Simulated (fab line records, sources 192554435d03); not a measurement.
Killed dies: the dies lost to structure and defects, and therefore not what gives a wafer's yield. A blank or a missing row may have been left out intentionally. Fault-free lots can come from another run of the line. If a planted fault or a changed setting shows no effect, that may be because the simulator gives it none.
Split-lot trial | flow n5-finfet | 21 wafers read from 7 lots, route of 1938 steps

ON THE SPLIT
At N5_BEOL_M15_EXPOSE_25 (exposes mask M15, target cd 400 nm), the setting dose-mj was moved away from the recipe's 35.5 on 6 of the 21 wafers read, by -5.3% to +7.5%. The other wafers ran this setting at the recipe's value.

FROM THE SPLIT TO THE READING: what the file shows between them, 3 steps
- N5_BEOL_M15_PEB_26: peb time 90 s (also split here: peb-time-s)
- N5_BEOL_M15_DEVELOP_27: develop time 45 s
- N5_BEOL_M15_HARDBAKE_32: time 120 s

THE READING
cd-nm, in nm, at N5_BEOL_M15_CD_MEAS_28 (target cd 407.6 nm). A value of 407.5 nm with a standard deviation of 1.8 nm is what fault-free wafers of this fab line usually give.

wafer  | tool, chamber at the split | dose-mj as run | against the recipe | cd-nm, nm | against lot-mates on the recipe
L074.1 | krf-scanner-02, 0          | 35.5           | recipe             | 405.4     | -
L074.3 | krf-scanner-02, 0          | 36.76          | +3.5%              | 413.3     | +7.9
L074.5 | krf-scanner-02, 0          | 36.76          | +3.5%              | 415.1     | +9.7
L075.2 | krf-scanner-01, 0          | 35.5           | recipe             | 406.4     | -
L075.3 | krf-scanner-01, 0          | 35.5           | recipe             | 406.3     | -
L075.5 | krf-scanner-01, 0          | 35.5           | recipe             | 407.0     | -
L080.1 | krf-scanner-02, 0          | 35.5           | recipe             | 400.6     | -
L080.2 | krf-scanner-02, 0          | 35.5           | recipe             | 410.1     | -
L080.6 | krf-scanner-02, 0          | 38.16          | +7.5%              | 420.7     | +15.3
L079.2 | krf-scanner-02, 0          | 34.26          | -3.5%              | 407.2     | -3.1
L079.3 | krf-scanner-02, 0          | 35.5           | recipe             | 408.5     | -
L079.4 | krf-scanner-02, 0          | 35.5           | recipe             | 412.0     | -
L083.1 | krf-scanner-01, 0          | 33.62          | -5.3%              | 398.6     | -12.0
L083.3 | krf-scanner-01, 0          | 35.5           | recipe             | 410.6     | -
L083.6 | krf-scanner-01, 0          | 33.62          | -5.3%              | 404.3     | -6.3
L084.1 | krf-scanner-01, 0          | 35.5           | recipe             | 406.7     | -
L084.2 | krf-scanner-01, 0          | 35.5           | recipe             | 406.4     | -
L084.3 | krf-scanner-01, 0          | 35.5           | recipe             | 407.1     | -
L096.1 | krf-scanner-02, 0          | 35.5           | recipe             | 409.0     | -
L096.3 | krf-scanner-02, 0          | 35.5           | recipe             | 410.1     | -
L096.4 | krf-scanner-02, 0          | 35.5           | recipe             | 408.6     | -

THE FIT
A straight line over all 21 wafers: cd-nm changes by +1.41 nm for each +1% of dose-mj; r = +0.82; the points scatter about the line by 2.8 nm.
The same after taking each lot's own level away (the mean of its wafers on the recipe; 21 wafers): +1.9 nm for each +1%; r = +0.93; scatter 2.2 nm.
Per that fit: largest dose-mj move, reading shift of 14 nm.
Measured against the standard deviation above, the lots' own levels, which go from 405.35 to 410.60 nm, span 2.9 times it.
Thus the slope moves with the lot-to-lot level: the two fits are different.
Check: for one of the wafers moved furthest among these (+7.5%), held out of the fit, the line's prediction against its lot-mates is +14.3 nm. Against them it came out at +15.3 nm.

FURTHER SPLITS ON THESE WAFERS
Note: prior to the reading, these wafers also went through further splits. Each is held against what the fit with the lots' levels taken away leaves over:
other split on the same wafers | wafers away from the commonest value | r with cd-nm (lot level and that fit taken away)
N5_BEOL_M14_PEB_26 peb-temp-c  | 9                                    | +0.17
N5_BEOL_M14_ETCH_68 time-s     | 6                                    | -0.28
N5_BEOL_M15_PEB_26 peb-time-s  | 6                                    | +0.65

THE WHOLE CHAIN: every reading that the file lists as answering this split, in the file's order
step                       | what it does                                                            | reading                                                         | change (the file's fit)                                                                 | r (the file's)
N5_BEOL_M15_CD_MEAS_28     | target cd 407.6 nm                                                      | cd-nm                                                           | +1.88 nm for each +1% of the setting                                                    | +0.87
N5_BEOL_M15_DESCUM_33      | chemistry O2, time 7.9 s                                                | BEOL_M15.cd-nm (the simulator's own value, which no gauge read) | +1.88 nm for each +1% of the setting                                                    | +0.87
N5_BEOL_M15_ETCH_61        | etches BARC in N2/H2, target depth 89 nm, overetch 26.7 nm, time 67.9 s | BEOL_M15.cd-nm (the simulator's own value, which no gauge read) | +1.97 nm for each +1% of the setting                                                    | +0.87
N5_BEOL_M15_TRENCH_ETCH_34 | etches SiO2 in C4F8/O2/Ar, target depth 872.93 nm, time 199 s           | BEOL_M15.cd-nm (the simulator's own value, which no gauge read) | +1.52 nm for each +1% of the setting, in a fit together with peb-time-s@BEOL_M15_PEB_26 | 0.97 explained
N5_BEOL_M15_ETCH_38        | etches SiCN in CF4/N2, target depth 106.4 nm, time 120.5 s              | BEOL_M15.cd-nm (the simulator's own value, which no gauge read) | +1.53 nm for each +1% of the setting, in a fit together with peb-time-s@BEOL_M15_PEB_26 | 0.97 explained

THE FILE'S OWN FIT
cd-nm changes by +1.88 nm for each +1% of dose-mj, r = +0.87.
